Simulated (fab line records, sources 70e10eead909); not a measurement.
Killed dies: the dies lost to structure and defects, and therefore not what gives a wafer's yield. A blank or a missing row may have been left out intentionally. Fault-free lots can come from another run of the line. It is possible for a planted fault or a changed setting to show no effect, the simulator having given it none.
Matching of chambers -- flow nand_harc -- NHARC_P_CONTACT_CMP_01 on cmp-04: 4 sister chambers
The step polishes SiO2, target thk 200 nm. 4 wafers are shown with their chamber, then 11 later ones without.

WAFERS, EACH WITH ITS CHAMBER
wafer,chamber,motor_current_A (A)
L083.5,0,12.8
L083.3,2,11.3
L083.4,3,11.1
L084.3,1,14.1

WAFERS WHOSE CHAMBER IS MISSING
wafer,motor_current_A (A)
L084.5,10.8
L084.6,12.7
L085.1,11.5
L085.5,10.9
L085.6,13.7
L090.2,10.4
L090.3,11.3
L090.4,13.2
L095.2,11.4
L095.3,11.9
L095.5,10.6

WHICH CHAMBER EACH ONE RAN IN
wafer,from the rows above,in truth
L084.5,can't be placed: 3 or 2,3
L084.6,0,0
L085.1,can't be placed: 2 or 3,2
L085.5,can't be placed: 3 or 2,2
L085.6,can't be placed: 1 or 0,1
L090.2,can't be placed: 3 or 2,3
L090.3,can't be placed: 2 or 3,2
L090.4,can't be placed: 0 or 1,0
L095.2,can't be placed: 2 or 3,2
L095.3,can't be placed: 2 or 3 or 0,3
L095.5,can't be placed: 3 or 2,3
1 of 11 placed correctly. Can't be placed from these rows: 10 (the true chamber is among the candidates in 10). Placed wrongly: 0.
How it was worked out, from the rows above alone: a wafer's distance from a chamber is the root of the sum, over the readings, of the square of ((its reading less the chamber's mean) divided by the reading's scatter). If the next closest chamber is less than 2 further off than the closest, the wafer can't be placed; otherwise it belongs to the closest. Each chamber's mean is taken over the wafers shown for it. The scatter (one wafer shown for each chamber): square how far every hidden wafer sits from the nearest shown wafer, average those squares and take the square root.
